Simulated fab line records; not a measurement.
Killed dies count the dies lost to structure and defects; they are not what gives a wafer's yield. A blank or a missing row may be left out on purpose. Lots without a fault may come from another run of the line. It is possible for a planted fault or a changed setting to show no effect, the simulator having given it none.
fab line records	flow n5-finfet
record lots=7	wafers=39
route steps=1938 shown FIN_SAQP@94 SD_EPI_N@279 MOL_CONTACT_COAG@624 BEOL_M8@1398 BEOL_M14@1751 MIM_TOP@1838 PASSIVATION@1930
start-h: the number of hours between the record's first day and the start of the first shown wafer of the lot	wait-h: hours since the lot's step before	" unchanged from the row above	L1.1+2: one row covering several wafers at once	- no value, or no start was given	* or withheld: withheld	< > ~ a bound
route shown NAME@n: NAME is a module with steps in the file, n the number in the route of the first one	usual: the fault-free wafers' mean and standard deviation	same: alike in all rows	chamber/n: place in a boat	sites: per-site readings	_std_site: the standard deviation of these	_edge_site: the outer-site mean with the inner-site mean subtracted	radius-mm: how far each site lies from the wafer's centre	mask NAME#n: copy n	behind: the last tool/chamber to shape the wafer	hold: reason for holding the lot/hours on hold/outcome of the hold	device: the transistor (n, p or np) that didn't switch	end of line: at the end of the route, the tests of the same wafers	a step given without rows: its recipe and nothing more	killed: not the wafer's yield, but the dies lost to structure and defects at the first sort	map: dies across one wafer; x = killed, . = not, _ = none there
set.NAME: the run value of the setting; set.NAME@STEP: its run value at that earlier step	model.NAME: the simulator's own value behind a step, which no gauge read
lots with deliberately changed settings; one table per step, one row per wafer
## steps
# step N5_FIN_SAQP_ALD_61
# recipe material=SiO2	target-thk-a=40	temp-c=300	ald-precursor-family=BDEAS	ald-co-reactant=O2-plasma	pulse-time-s=1	purge-time-s=2	co-reactant-purge-time-s=2	ald-cycles=43	pressure-torr=2
lot.wafer	tool	chamber	start-h	wait-h	set.ald-cycles	model.SiO2_of_FIN_SAQP_ALD_61.thk-nm
L076.1	ald-sin-01	2	32.49	0.0	43	3.978
L076.2	"	0	"	"	43	3.99
L076.3	"	3	"	"	43	3.986
L076.4+6	"	1,0	"	"	43	3.987
L076.5	"	3	"	"	43	3.985
L078.1	ald-sin-03	0	45.34	0.4	43	4.029
L078.2	"	1	"	"	50	4.683
L078.3	"	2	"	"	50	4.663
L078.4	"	3	"	"	43	4.022
L078.5	"	2	"	"	43	3.993
L078.6	"	1	"	"	50	4.648
L081.1	ald-sin-04	0	62.45	0.2	22	2.05
L081.2	"	3	"	"	22	2.065
L081.3	"	1	"	"	43	3.997
L081.4	"	2	"	"	22	2.043
L081.5	"	3	"	"	43	4.003
L081.6	"	0	"	"	43	3.975
L087.1	ald-sin-04	1	98.81	0.0	20	1.875
L087.2	"	2	"	"	20	1.863
L087.3	"	0	"	"	43	3.996
L087.4	"	3	"	"	43	4.018
L087.5	"	0	"	"	43	4.002
L087.6	"	3	"	"	20	1.856
L092.1	ald-sin-03	1	128.50	0.0	66	6.16
L092.2	"	2	"	"	43	4.011
L092.3	"	3	"	"	43	4.029
L092.4	"	0	"	"	43	3.986
L092.5	"	0	"	"	66	6.132
L092.6	"	3	"	"	66	6.131
L093.1	ald-sin-01	0	136.30	0.0	43	4.029
L093.2	"	1	"	"	62	5.791
L093.3	"	3	"	"	43	3.984
L093.4	"	3	"	"	43	3.998
L093.5	"	0	"	"	62	5.746
L093.6	"	1	"	"	62	5.784
L096.2	ald-sin-03	0	153.20	0.0	43	3.994
L096.5	"	3	"	"	43	4.02
L096.6	"	2	"	"	43	4.012
# step N5_SD_EPI_N_ETCH_16
# recipe chemistry=CHF3/O2	target=SiO2	target-depth-a=50	mask-material=SOC	pressure-mtorr=30	source-w=650	bias-w=170	Ar_flow_sccm=200	CHF3_flow_sccm=50	O2_flow_sccm=5	ion-energy-ev=200
lot.wafer	tool	chamber	start-h	wait-h	set.target-depth-a	model.etch.depth-nm
L076.1	rie-diel-02	0	60.86	0.1	32.81	3.287
L076.2	"	3	"	"	32.81	3.262
L076.3	"	1	"	"	50	5.023
L076.4	"	0	"	"	50	4.99
L076.5	"	1	"	"	32.81	3.301
L076.6	"	3	"	"	50	5.005
L078.1	rie-diel-04	3	73.77	0.1	36.64	3.731
L078.2	"	2	"	"	36.64	3.625
L078.3	"	0	"	"	50	5.01
L078.4	"	1	"	"	36.64	3.73
L078.5	"	3	"	"	50	5.053
L078.6	"	2	"	"	50	4.962
L081.1	rie-diel-01	0	91.50	0.1	72.82	7.133
L081.2	"	1	"	"	50	5.089
L081.3	"	2	"	"	72.82	7.126
L081.4	"	3	"	"	50	4.953
L081.5	"	2	"	"	50	4.878
L081.6	"	3	"	"	72.82	7.19
L087.1	rie-diel-01	2	127.69	0.1	50	4.883
L087.2	"	0	"	"	26.49	2.591
L087.3	"	1	"	"	50	5.06
L087.4	"	3	"	"	50	4.912
L087.5	"	0	"	"	26.49	2.61
L087.6	"	1	"	"	26.49	2.681
L092.1	rie-diel-01	2	158.35	0.1	50	4.893
L092.2	"	3	"	"	50	4.881
L092.3	"	1	"	"	28.09	2.83
L092.4	"	0	"	"	28.09	2.707
L092.5	"	2	"	"	28.09	2.733
L092.6	"	1	"	"	50	5.063
L093.1	rie-diel-04	2	165.97	0.1	38.26	3.842
L093.2	"	3	"	"	50	5.123
L093.3	"	0	"	"	50	5.007
L093.4	"	1	"	"	38.26	3.93
L093.5	"	2	"	"	38.26	3.84
L093.6	"	1	"	"	50	5.12
L096.2	rie-diel-04	1	181.83	0.1	50	5.144
L096.5	"	0	"	"	50	5.002
L096.6	"	1	"	"	50	5.052
# step N5_MOL_CONTACT_COAG_CVD_140
# recipe material=W	target-thk-a=665	mode=selective-fill	temp-c=300	time-s=215
lot.wafer	tool	chamber	start-h	wait-h	set.target-thk-a	model.W_of_MOL_CONTACT_COAG_CVD_140.thk-nm
L076.1	cvd-w-02	1	113.91	0.1	665	67.2
L076.2+5	"	0,1	"	"	962.5	96.6
L076.3	"	1	"	"	665	67.6
L076.4	"	0	"	"	665	67.4
L076.6	"	0	"	"	962.5	96
L078.1+2+5	cvd-w-02	1	123.51	0.1	300.9	30.6
L078.3	"	1	"	"	665	66.8
L078.4	"	1	"	"	665	66
L078.6	"	1	"	"	665	66.4
L081.1	cvd-w-02	1	144.17	0.1	665	65.4
L081.2	"	0	"	"	984	97.6
L081.3	"	0	"	"	984	98
L081.4	"	1	"	"	665	66
L081.5	"	0	"	"	665	65.8
L081.6	"	1	"	"	984	99
L087.1	cvd-w-02	1	182.13	0.1	665	65.2
L087.2	"	0	"	"	346	34.8
L087.3	"	0	"	"	665	66
L087.4	"	1	"	"	346	33.8
L087.5	"	0	"	"	346	34.2
L087.6	"	1	"	"	665	66.2
L092.1	cvd-w-02	0	211.50	0.1	942.1	95
L092.2	"	0	"	"	942.1	93.6
L092.3	"	0	"	"	665	66.6
L092.4	"	0	"	"	665	66.8
L092.5	"	0	"	"	942.1	93.8
L092.6	"	0	"	"	665	67.8
L093.1+3	cvd-w-02	0	217.74	0.1	665	66.4
L093.2	"	1	"	"	391.4	38.8
L093.4	"	1	"	"	391.4	38.6
L093.5	"	1	"	"	665	67
L093.6	"	0	"	"	391.4	39.4
L096.2	cvd-w-02	1	235.44	0.1	665	65.6
L096.5	"	0	"	"	665	66.2
L096.6	"	1	"	"	665	66
# step N5_MOL_CONTACT_COAG_PRECLEAN_127
# recipe chemistry=DIW	time-s=57.5	temp-c=23
# step N5_MOL_CONTACT_COAG_SRD_128
# recipe dry-time-s=32	dry=n2-spin	spin-rpm=1500
# step N5_MOL_CONTACT_COAG_CMP_52
# recipe stop-on=SiO2	t-overpolish-s=1.5	post-cmp-clean=w-dilute-nh4oh	down-force-psi=4	platen-rpm=50.289	pad-velocity-m-s=1.0006	target-thk-nm=66.5
# usual time-to-endpoint-s=13.8/2.6
lot.wafer	tool	chamber	start-h	wait-h	set.target-thk-a@MOL_CONTACT_COAG_CVD_140	time-to-endpoint-s	model.W_of_MOL_CONTACT_COAG_CVD_140.thk-nm
L076.2	cmp-01	3	114.24	0.0	962.5	18.9	67.2
L076.3	"	0	"	"	665	14.0	67.6
L076.1	"	1	"	"	665	12.1	67.2
L076.4	"	2	"	"	665	15.4	67.4
L076.6	"	3	"	"	962.5	18.8	67.4
L076.5	"	0	"	"	962.5	21.7	67.4
L078.1	cmp-01	3	124.07	0.0	300.9	7.0	30.6
L078.2	"	0	"	"	300.9	10.3	30.6
L078.4	"	1	"	"	665	15.9	66
L078.3	"	2	"	"	665	18.0	66.8
L078.6	"	3	"	"	665	14.6	66.4
L078.5	"	0	"	"	300.9	9.2	30.6
L081.3	cmp-04	0	144.49	0.0	984	19.0	66.8
L081.1	"	1	"	"	665	14.0	65.4
L081.4	"	2	"	"	665	12.5	66
L081.2	"	3	"	"	984	17.1	66.2
L081.6	"	0	"	"	984	20.2	68.2
L081.5	"	1	"	"	665	15.4	65.8
L087.2	cmp-04	3	182.45	0.0	346	7.1	34.8
L087.1	"	0	"	"	665	14.9	65.2
L087.4	"	1	"	"	346	11.8	33.8
L087.3	"	2	"	"	665	12.4	66
L087.5	"	3	"	"	346	8.1	34.2
L087.6	"	0	"	"	665	14.2	66.2
L092.3	cmp-01	3	212.07	0.0	665	9.6	66.6
L092.2	"	0	"	"	942.1	19.5	66.2
L092.1	"	1	"	"	942.1	19.3	66.6
L092.4	"	2	"	"	665	12.2	66.8
L092.6	"	3	"	"	665	12.2	65.2
L092.5	"	0	"	"	942.1	18.7	67.8
L093.1	cmp-03	0	218.07	0.0	665	13.3	66.4
L093.3	"	1	"	"	665	14.5	66.4
L093.2	"	2	"	"	391.4	9.7	38.8
L093.4	"	3	"	"	391.4	4.3	38.6
L093.6	"	0	"	"	391.4	7.7	39.4
L093.5	"	1	"	"	665	13.1	67
L096.2	cmp-04	3	235.88	0.1	665	13.6	65.6
L096.6	"	0	"	"	665	14.9	66
L096.5	"	1	"	"	665	18.1	66.2
# step N5_BEOL_M8_DEP_56
# recipe material=SiCN	target-thk-a=100	temp-c=withheld	precursor=3MS/NH3	pressure-torr=3	rf-w=202	time-s=17.5
lot.wafer	tool	chamber	start-h	wait-h	set.target-thk-a	model.SiCN_of_BEOL_M8_DEP_56.thk-nm
L076.1	pecvd-03	1	223.38	0.0	100	10
L076.2	"	0	"	"	138.5	13.6
L076.3+4	"	2,0	"	"	100	10.2
L076.5	"	1	"	"	138.5	14
L076.6	"	2	"	"	138.5	13.8
L078.1+2+3+5+6	pecvd-04	2,0,0,0,2	237.13	0.0	100	10.2
L078.4	"	2	"	"	100	10.4
L081.1	pecvd-01	1	254.00	0.0	76.97	7.4
L081.2+6	"	2,1	"	"	76.97	7.6
L081.3+5	"	0	"	"	100	9.8
L081.4	"	2	"	"	100	10.2
L087.1	pecvd-04	1	297.43	0.0	100	9.8
L087.2+3	"	2,0	"	"	100	10
L087.4+5+6	"	2,1,0	"	"	100	10.2
L093.1+5	pecvd-04	2,0	319.88	0.0	100	10.2
L093.2+4	"	1,2	"	"	70.23	7.2
L093.3	"	0	"	"	100	10
L093.6	"	1	"	"	70.23	7.4
L092.1	pecvd-04	0	320.21	0.0	100	10
L092.2+3+4	"	2,1,0	"	"	57.88	6
L092.5+6	"	1,2	"	"	100	10.4
L096.2	pecvd-01	2	345.59	0.0	100	9.8
L096.5+6	"	0,2	"	"	100	10
# step N5_BEOL_M14_ETCH_68
# recipe chemistry=N2/H2	target=SOC	mask-material=SiARC	source-w=3000	bias-w=350	temp-c=40	time-s=450	ion-energy-ev=200	pressure-mtorr=30	n2-flow-sccm=200	h2-flow-sccm=200
lot.wafer	tool	chamber	start-h	wait-h	set.target-depth-a	model.SiARC_of_BEOL_M14_COAT_66.thk-nm
L076.1	rie-diel-01	0	264.13	0.1	9000	66.2
L076.2	"	2	"	"	5771	82.4
L076.3	"	1	"	"	5771	81.2
L076.4	"	2	"	"	5771	82.2
L076.5	"	0	"	"	9000	66.4
L076.6	"	1	"	"	9000	65
L078.1	rie-diel-02	0	277.29	0.1	12200	49.4
L078.2	"	3	"	"	9000	65.8
L078.3	"	1	"	"	12200	50
L078.4	"	2	"	"	9000	65.2
L078.5	"	2	"	"	9000	65
L078.6	"	3	"	"	12200	50.4
L081.1	rie-diel-01	1	337.39	0.1	9000	65
L081.2	"	2	"	"	12340	50.6
L081.3	"	3	"	"	12340	47
L081.4+6	"	0	"	"	9000	66.4
L081.5	"	3	"	"	12340	47.6
L087.1	rie-diel-04	1	343.56	0.1	13340	44
L087.2	"	3	"	"	13340	45
L087.3	"	2	"	"	9000	64.8
L087.4	"	0	"	"	9000	65
L087.5	"	0	"	"	9000	64.6
L087.6	"	3	"	"	13340	45.2
L093.1	rie-diel-02	1	360.31	0.1	11980	51
L093.2	"	2	"	"	11980	51.6
L093.3	"	0	"	"	9000	65.6
L093.4	"	0	"	"	11980	51.4
L093.5	"	1	"	"	9000	66.6
L093.6	"	2	"	"	9000	66
L092.1	rie-diel-01	0	362.55	0.1	6668	76.8
L092.2	"	3	"	"	6668	75.2
L092.3+5	"	1,3	"	"	9000	64
L092.4	"	2	"	"	6668	77.2
L092.6	"	0	"	"	9000	65.6
L096.2+6	rie-diel-04	1,3	384.96	0.1	9000	66
L096.5	"	0	"	"	9000	65.2
# step N5_MIM_TOP_SPUTTER_03
# recipe material=TiN	target-thk-a=350	temp-c=200	power-w=3000	chamber-pressure-pa=0.49996	gas=Ar	reactive-partial-pa=0.37997	time-s=89.7
lot.wafer	tool	chamber	start-h	wait-h	set.target-thk-a	model.TiN_of_MIM_TOP_SPUTTER_03.thk-nm
L076.1	pvd-sputter-01	-	277.76	0.0	350	35.4
L076.2+3+4+6	"	-	"	"	350	35
L076.5	"	-	"	"	350	35.6
L078.1+5	pvd-sputter-01	-	290.74	0.0	215.9	22.4
L078.2	"	-	"	"	215.9	22.8
L078.3	"	-	"	"	350	36
L078.4+6	"	-	"	"	350	35.8
L081.1+4	pvd-sputter-02	-	352.13	0.0	488.7	49
L081.2	"	-	"	"	488.7	49.2
L081.3	"	-	"	"	350	35.6
L081.5+6	"	-	"	"	350	35.2
L087.1	pvd-sputter-03	-	356.89	0.0	350	34.4
L087.2	"	-	"	"	171	16.4
L087.3	"	-	"	"	350	33.6
L087.4	"	-	"	"	350	33.8
L087.5	"	-	"	"	171	16.2
L087.6	"	-	"	"	171	16
L093.1	pvd-sputter-01	-	372.78	0.0	350	35.6
L093.2+3	"	-	"	"	350	35.2
L093.4+5	"	-	"	"	527.1	53.2
L093.6	"	-	"	"	527.1	52.8
L092.1	pvd-sputter-03	-	377.04	0.0	350	35.4
L092.2	"	-	"	"	350	34.8
L092.3	"	-	"	"	350	35
L092.4+6	"	-	"	"	431.7	42.6
L092.5	"	-	"	"	431.7	43.6
L096.2+5	pvd-sputter-03	-	397.70	0.0	350	35.4
L096.6	"	-	"	"	350	34.6
# step N5_PASSIVATION_ETCH_54
# recipe chemistry=CHF3/O2	target=SiO2	target-depth-a=8800	CHF3_flow_sccm=50	O2_flow_sccm=5	Ar_flow_sccm=200	time-s=440	mask-material=PR	pressure-mtorr=30	source-w=650	bias-w=170	ion-energy-ev=200
lot.wafer	tool	chamber	start-h	wait-h	set.target-depth-a	model.PASSIVATION.feature-depth-nm	model.etch.depth-nm
L076.1	rie-diel-04	3	289.87	0.1	8800	887.4	887.4
L076.2	"	1	"	"	4416	446.6	446.6
L076.3	"	2	"	"	4416	436	436
L076.4	"	0	"	"	8800	864.2	864.2
L076.5	"	2	"	"	8800	880	880
L076.6	"	1	"	"	4416	447.8	447.8
L078.1	rie-diel-04	0	299.63	0.1	8800	864	864
L078.2	"	2	"	"	8800	871.6	871.5
L078.3	"	1	"	"	8800	893.6	893.6
L078.4	"	1	"	"	3662	370.8	370.8
L078.5	"	2	"	"	3662	359.8	359.8
L078.6	"	0	"	"	3662	360.8	360.9
L081.1	rie-diel-02	2	359.11	0.1	8800	871	870.9
L081.2	"	1	"	"	6440	636.2	636.1
L081.3	"	0	"	"	8800	861.8	861.7
L081.4	"	2	"	"	6440	631.2	631.2
L081.5	"	1	"	"	8800	873.6	873.6
L081.6	"	0	"	"	6440	634.8	634.7
L087.1	rie-diel-02	0	363.77	0.1	5942	587.4	587.3
L087.2	"	1	"	"	8800	871.4	871.5
L087.3	"	2	"	"	8800	864.4	864.3
L087.4	"	0	"	"	5942	583.6	583.6
L087.5	"	1	"	"	5942	587.6	587.6
L087.6	"	2	"	"	8800	857.6	857.7
L093.1	rie-diel-01	0	379.38	0.1	8800	850.4	850.5
L093.2	"	3	"	"	8800	894	894.1
L093.3	"	2	"	"	8800	857.6	857.7
L093.4	"	1	"	"	8800	890.8	890.9
L093.5	"	2	"	"	8800	859.2	859.2
L093.6	"	3	"	"	8800	903.8	903.8
L092.1	rie-diel-01	2	384.09	0.1	8800	846.4	846.4
L092.2	"	0	"	"	8800	854.6	854.6
L092.3	"	1	"	"	4529	456.2	456.2
L092.4	"	3	"	"	4529	462.2	462.1
L092.5	"	0	"	"	8800	851	850.9
L092.6	"	1	"	"	4529	455	455
L096.2	rie-diel-02	0	407.24	0.1	8800	863.8	863.7
L096.5	"	3	"	"	8800	887.8	887.9
L096.6	"	1	"	"	8800	869.2	869.2
## key
split step=N5_FIN_SAQP_ALD_61	setting=ald-cycles	stated=43	by=wafer
response step=N5_FIN_SAQP_ALD_61	reading=model.SiO2_of_FIN_SAQP_ALD_61.thk-nm	change=+0.0399	per=1%	r=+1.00
split step=N5_SD_EPI_N_ETCH_16	setting=target-depth-a	stated=50	by=wafer
response step=N5_SD_EPI_N_ETCH_16	reading=model.etch.depth-nm	change=+0.0493	per=1%	r=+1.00
split step=N5_MOL_CONTACT_COAG_CVD_140	setting=target-thk-a	stated=665	by=wafer
response step=N5_MOL_CONTACT_COAG_CVD_140	reading=model.W_of_MOL_CONTACT_COAG_CVD_140.thk-nm	change=+0.66	per=1%	r=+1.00
response step=N5_MOL_CONTACT_COAG_CMP_52	reading=time-to-endpoint-s	change=*	per=1%	r=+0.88
response step=N5_MOL_CONTACT_COAG_CMP_52	reading=model.W_of_MOL_CONTACT_COAG_CVD_140.thk-nm	shape=bent	at-lowest=30.6	at-stated=66.3	at-highest=67.07
split step=N5_BEOL_M8_DEP_56	setting=target-thk-a	stated=100	by=wafer
response step=N5_BEOL_M8_DEP_56	reading=model.SiCN_of_BEOL_M8_DEP_56.thk-nm	change=+0.0988	per=1%	r=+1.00
split step=N5_BEOL_M14_ETCH_68	setting=target-depth-a	stated=9000	by=wafer
response step=N5_BEOL_M14_ETCH_68	reading=model.SiARC_of_BEOL_M14_COAT_66.thk-nm	change=-0.441	per=1%	r=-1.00
split step=N5_MIM_TOP_SPUTTER_03	setting=target-thk-a	stated=350	by=wafer
response step=N5_MIM_TOP_SPUTTER_03	reading=model.TiN_of_MIM_TOP_SPUTTER_03.thk-nm	change=+0.347	per=1%	r=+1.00
split step=N5_PASSIVATION_ETCH_54	setting=target-depth-a	stated=8800	by=wafer
response step=N5_PASSIVATION_ETCH_54	reading=model.PASSIVATION.feature-depth-nm	change=+8.58	per=1%	r=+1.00
response step=N5_PASSIVATION_ETCH_54	reading=model.etch.depth-nm	change=+8.58	per=1%	r=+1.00
